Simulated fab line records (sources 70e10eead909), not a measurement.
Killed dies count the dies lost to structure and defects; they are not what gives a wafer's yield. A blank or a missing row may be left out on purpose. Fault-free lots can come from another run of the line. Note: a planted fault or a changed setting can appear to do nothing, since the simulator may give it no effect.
Comparing a struck lot with a sound one ; flow nand_harc ; 32 out of 1302 route steps
Sound: the wafers L884.2, L884.4, L884.6. Struck: wafer L862.2; the same lot's L862.6 was not struck, so it is left out; see the end for the cause.
Order at every step that has rows: each side's tool, ch and its chambers, its first start. Under that, the readings that differ: sound wafers ; struck wafers ; difference of the means ; sigmas: that difference in standard deviations of wafers without a fault.
alike: a reading whose means differ by less than 2 such deviations, as well as words and numbers matching on both sides. not compared: withheld readings; readings where some wafer has no value; bounds like >300 that might hide an equal value; numbers whose values overlap and for which the record gives no deviation.
The two part at a step that has a row with sigmas, a row that says differs or no value, or rows on one side only. When numbers do not overlap yet have no deviation, they are printed without sigmas and do not part them. A reading missing from all wafers of one side parts the sides only when that side holds two or more wafers.

first, 5 steps without rows for these wafers: NHARC_A_ONON_D1_DEP_19 (target thk 1000 nm); NHARC_A_ONON_D1_DEP_22 (target thk 1000 nm); NHARC_A_ONON_D1_DEP_25 (target thk 1000 nm); NHARC_A_ONON_D1_DEP_28 (target thk 1000 nm); NHARC_A_ONON_D1_DEP_33 (deposits SiO2, target thk 200 nm).
NHARC_A_CHANNEL_HOLE_D1_DEP_00: deposits aC, target thk 3100 nm.
  sound on acl_dep-01 ch 0, day 18 06:54; struck on acl_dep-02 ch 0, day 8 22:35
  alike: throttle_valve_pct
then, 25 steps without rows for these wafers: NHARC_A_CHANNEL_HOLE_D1_DEP_01 (deposits SiON, target thk 140 nm); NHARC_A_CHANNEL_HOLE_D1_DEHYDRATE_02 (time 120 s); NHARC_A_CHANNEL_HOLE_D1_HMDS_03 (time 30 s); NHARC_A_CHANNEL_HOLE_D1_COAT_36 (time 75 s); NHARC_A_CHANNEL_HOLE_D1_COAT_37 (time 65 s); NHARC_A_CHANNEL_HOLE_D1_COAT_04 (resist thk 90 nm); NHARC_A_CHANNEL_HOLE_D1_SOFTBAKE_05 (time 55 s); NHARC_A_CHANNEL_HOLE_D1_EBR_06; NHARC_A_CHANNEL_HOLE_D1_EXPOSE_07 (exposes mask HOLE D1, target cd 100 nm); NHARC_A_CHANNEL_HOLE_D1_PEB_08 (peb time 65 s); NHARC_A_CHANNEL_HOLE_D1_DEVELOP_09 (develop time 35 s); NHARC_A_CHANNEL_HOLE_D1_DESCUM_15 (chemistry O2, time 3 s); NHARC_A_CHANNEL_HOLE_D1_ETCH_38 (etches the open film in CF4, target depth 39 nm, time 65 s); NHARC_A_CHANNEL_HOLE_D1_ETCH_39 (etches the open film in N2/H2, target depth 260 nm, time 325 s); NHARC_A_CHANNEL_HOLE_D1_ETCH_34 (etches the open film in CF4/CHF3, target depth 154 nm, time 77 s); NHARC_A_CHANNEL_HOLE_D1_ETCH_16 (etches the open film in O2/COS, target depth 3100 nm, time 806 s); NHARC_A_CHANNEL_HOLE_D1_ETCH_19 (etches the open film in C4F8/O2/Ar, time 34.5 s); NHARC_A_CHANNEL_HOLE_D1_ETCH_20 (etches the open film in C4F8/O2/Ar, time 361.9 s, target depth 1600 nm); NHARC_A_CHANNEL_HOLE_D1_ETCH_21 (etches the open film in C4F8/O2/Ar, time 514.3 s, target depth 1600 nm); NHARC_A_CHANNEL_HOLE_D1_ETCH_22 (etches the open film in C4F8/O2/Ar, time 666.7 s, target depth 1600 nm); NHARC_A_CHANNEL_HOLE_D1_ETCH_23 (etches the open film in C4F8/O2/Ar, time 819 s, target depth 1600 nm); NHARC_A_CHANNEL_HOLE_D1_ETCH_24 (etches the open film in C4F8/O2/Ar, time 906.2 s, target depth 1500 nm); NHARC_A_CHANNEL_HOLE_D1_ETCH_25 (etches the open film in C4F8/O2/Ar, time 1040.2 s, target depth 1500 nm); NHARC_A_CHANNEL_HOLE_D1_ETCH_26 (etches the open film in C4F8/O2/Ar, time 224.1 s, target depth 300 nm); NHARC_A_CHANNEL_HOLE_D1_ETCH_33 (etches the open film in C4F8/O2/Ar, time 90 s, target depth 400 nm).
-- the record jumps here: 16 days lie between the struck wafers' starts before and after (it left off in module A_CHANNEL_HOLE_D1 and takes up again in module END, whose first step shown is number 1302 of the route) --
NHARC_END_SORT_01:
  here the record holds rows for the struck wafers (prober-01 ch 0, day 24 19:13) but none for the sound ones

## WHERE THEY PART
At NHARC_END_SORT_01 and nowhere else, as far as this record goes.

WHY: whatever the simulator had introduced
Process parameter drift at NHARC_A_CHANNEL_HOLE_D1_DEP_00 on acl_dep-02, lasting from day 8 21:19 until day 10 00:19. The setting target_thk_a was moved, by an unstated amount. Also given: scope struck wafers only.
